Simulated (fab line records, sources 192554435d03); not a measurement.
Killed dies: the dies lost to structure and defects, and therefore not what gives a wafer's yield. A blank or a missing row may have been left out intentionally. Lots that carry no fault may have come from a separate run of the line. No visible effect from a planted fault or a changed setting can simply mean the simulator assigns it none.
Chamber matching -- flow n5_finfet -- N5_DUMMY_GATE_ETCH_31 on rie_diel-03: 4 sister chambers
The step etches SiO2 in C4F6/O2, target depth 82.5 nm, time 27.5 s. 7 wafers are shown with their chamber, then 7 later ones without.

== WAFERS PAIRED WITH THEIR CHAMBERS ==
wafer,chamber,drypump_motor_current_A (A),rf_vpp_V (V)
L078.1,0,5.3,680
L082.3,2,4.8,664
L086.1,3,5.1,654
L086.3,2,4.8,665
L086.4,1,5.2,663
L093.1,3,5.1,655
L093.4,0,5.4,679

== WAFERS WHOSE CHAMBER IS MISSING ==
wafer,drypump_motor_current_A (A),rf_vpp_V (V)
L093.6,5.1,656
L094.1,5.2,660
L094.2,5.3,678
L094.3,5.1,654
L096.1,5.3,679
L096.3,5.2,660
L096.5,5.1,655

== EACH ONE'S CHAMBER ==
wafer,from the rows above,in truth
L093.6,3,3
L094.1,1,1
L094.2,0,0
L094.3,3,3
L096.1,0,0
L096.3,1,1
L096.5,3,3
7 of 7 placed correctly. Number that these rows cannot place: 0. Wrongly placed: 0.
How it was worked out, from the rows above alone: a wafer's distance from a chamber is the root of the sum, over the readings, of the square of ((its reading less the chamber's mean) divided by the reading's scatter). The wafer belongs to the nearest chamber; if the next one is less than 2 further off, it can't be placed. A chamber's mean is the mean of its shown wafers. The scatter: take each reading less its chamber's mean, square it, sum over the shown wafers, divide by the number of wafers less the number of chambers, and take the root.
